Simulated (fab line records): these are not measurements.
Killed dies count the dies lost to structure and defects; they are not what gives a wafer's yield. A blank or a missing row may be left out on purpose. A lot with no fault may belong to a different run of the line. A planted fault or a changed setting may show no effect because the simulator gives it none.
Check of tool commonality + flow nand_harc + Sample size 6 lots and 18 wafers

## WHY IT WAS OPENED
At NHARC_END_SORT_01 the reading killed_at_periphery is flagged on 2 of 6 lots. Fault-free wafers read 3.2, with a standard deviation of 2.1.
Rule: a lot gets a flag if all its wafers with a number sit over 4 standard deviations from that mean, or if no wafer of it has a number. The rest of the lots are taken to be sound.

| lot  | measured     | on        | killed_at_periphery, wafer by wafer | flag    |
|------|--------------|-----------|-------------------------------------|---------|
| L954 | day 28 06:17 | prober-01 | 77 78 71                            | FLAGGED |
| L956 | day 29 06:05 | prober-01 | 75 63 71                            | FLAGGED |
| L960 | day 30 22:38 | prober-01 | 5 8 6                               |         |
| L961 | day 31 09:19 | prober-01 | 3 1 1                               |         |
| L962 | day 32 00:10 | prober-01 | 3 5 1                               |         |
| L963 | day 32 17:53 | prober-01 | 2 2 2                               |         |
The numbers of the flagged lots are 72.5 on average: +69.3 against the usual, or +33 standard deviations.

## TOOL THAT RAN EACH LOT
The record holds 4 process steps before the reading, out of a route of 1302 steps. In each cell: the tool, then ch and the chambers that the sampled wafers went through, then the start.
| lot  | flag    | NHARC_P_M2_PVD_21            | NHARC_THIN_TSV_DEP_43           | NHARC_THIN_TSV_PRE_CLEAN_50             | NHARC_THIN_TSV_ETCH_36            |
|------|---------|------------------------------|---------------------------------|-----------------------------------------|-----------------------------------|
| L954 | FLAGGED | pvd_sputter-03, day 10 10:23 | pecvd-03 ch 0,2, day 27 12:47   | pvd_sputter-03, day 27 20:03 or earlier | rie_metal-02 ch 0,1, day 27 20:03 |
| L956 | FLAGGED | pvd_sputter-03, day 11 15:08 | pecvd-02 ch 0,1, day 28 12:45   | pvd_sputter-03, day 28 19:59 or earlier | rie_metal-02 ch 0,1, day 28 19:59 |
| L960 |         | pvd_sputter-01, day 13 05:57 | pecvd-02 ch 0,1, day 29 22:00   | pvd_sputter-02, day 30 05:29 or earlier | rie_metal-01 ch 1, day 30 05:29   |
| L961 |         | pvd_sputter-01, day 13 17:44 | pecvd-04 ch 1,2, day 30 15:41   | pvd_sputter-03, day 30 22:45 or earlier | rie_metal-01 ch 0,1, day 30 22:45 |
| L962 |         | pvd_sputter-02, day 13 22:07 | pecvd-02 ch 0,1,2, day 31 06:43 | pvd_sputter-02, day 31 14:02 or earlier | rie_metal-02 ch 0,1, day 31 14:02 |
| L963 |         | pvd_sputter-01, day 14 18:59 | pecvd-04 ch 0,1, day 32 01:59   | pvd_sputter-02, day 32 09:28 or earlier | rie_metal-02 ch 0,1, day 32 09:28 |
What the steps here do:
- NHARC_P_M2_PVD_21: deposits Cu, target thk 30 nm, time 20.49 s.
- NHARC_THIN_TSV_DEP_43: deposits SiO2, target thk 1328.5 nm.
- NHARC_THIN_TSV_PRE_CLEAN_50: time 30 s.
- NHARC_THIN_TSV_ETCH_36: etches the open film in Cl2/BCl3, target depth 65 nm, time 18.571 s.
- NHARC_END_SORT_01

## FLAGGED AGAINST TOTAL, ONE TOOL AT A TIME (gauges that did the reading follow at the end)
| step                        | tool           | lots run | flagged | share of the flagged lots | sound lots run after its first flagged lot |
|-----------------------------|----------------|----------|---------|---------------------------|--------------------------------------------|
| NHARC_P_M2_PVD_21           | pvd_sputter-01 | 3        | 0       | none                      | -                                          |
| NHARC_P_M2_PVD_21           | pvd_sputter-02 | 1        | 0       | none                      | -                                          |
| NHARC_P_M2_PVD_21           | pvd_sputter-03 | 2        | 2       | all                       | 0                                          |
| NHARC_THIN_TSV_DEP_43       | pecvd-02       | 3        | 1       | some                      | 2 (L960,L962)                              |
| NHARC_THIN_TSV_DEP_43       | pecvd-03       | 1        | 1       | some                      | 0                                          |
| NHARC_THIN_TSV_DEP_43       | pecvd-04       | 2        | 0       | none                      | -                                          |
| NHARC_THIN_TSV_PRE_CLEAN_50 | pvd_sputter-02 | 3        | 0       | none                      | -                                          |
| NHARC_THIN_TSV_PRE_CLEAN_50 | pvd_sputter-03 | 3        | 2       | all                       | 1 (L961)                                   |
| NHARC_THIN_TSV_ETCH_36      | rie_metal-01   | 2        | 0       | none                      | -                                          |
| NHARC_THIN_TSV_ETCH_36      | rie_metal-02   | 4        | 2       | all                       | 2 (L962,L963)                              |
| NHARC_END_SORT_01           | prober-01      | 6        | 2       | all                       | 4 (L960,L961,L962,L963)                    |
With no start given for some of its lots, NHARC_THIN_TSV_PRE_CLEAN_50 uses the hours and lot order of NHARC_THIN_TSV_ETCH_36.

## WHAT THE TABLE PERMITS
4 rows of the table ran every flagged lot: pvd_sputter-03 at NHARC_P_M2_PVD_21, pvd_sputter-03 at NHARC_THIN_TSV_PRE_CLEAN_50, rie_metal-02 at NHARC_THIN_TSV_ETCH_36, prober-01 at NHARC_END_SORT_01.
- pvd_sputter-03 at NHARC_P_M2_PVD_21 ran 2 lots, 2 of them flagged. It ran no sound lot before its first flagged lot in this sample, so the start can't be narrowed down.
- pvd_sputter-03 at NHARC_THIN_TSV_PRE_CLEAN_50 ran 3 lots, 2 of them flagged. Sound lots ran on it after the first flagged one (L961), which a lasting fault on the whole tool wouldn't allow.
- rie_metal-02 at NHARC_THIN_TSV_ETCH_36 ran 4 lots, 2 of them flagged. Sound lots ran on it after the first flagged one (L962, L963), which a lasting fault on the whole tool wouldn't allow.
- prober-01 at NHARC_END_SORT_01 ran 6 lots, 2 of them flagged. Sound lots ran on it after the first flagged one (L960, L961, L962, L963), which a lasting fault on the whole tool wouldn't allow.
Left over: one tool, pvd_sputter-03 at NHARC_P_M2_PVD_21.

## WHAT THE SIMULATOR PUT IN
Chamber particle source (pvd_sputter-03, NHARC_P_M2_PVD_21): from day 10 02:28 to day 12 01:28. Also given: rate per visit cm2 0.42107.
Lots struck among those shown: L954, L956. This agrees with what the rule above found.
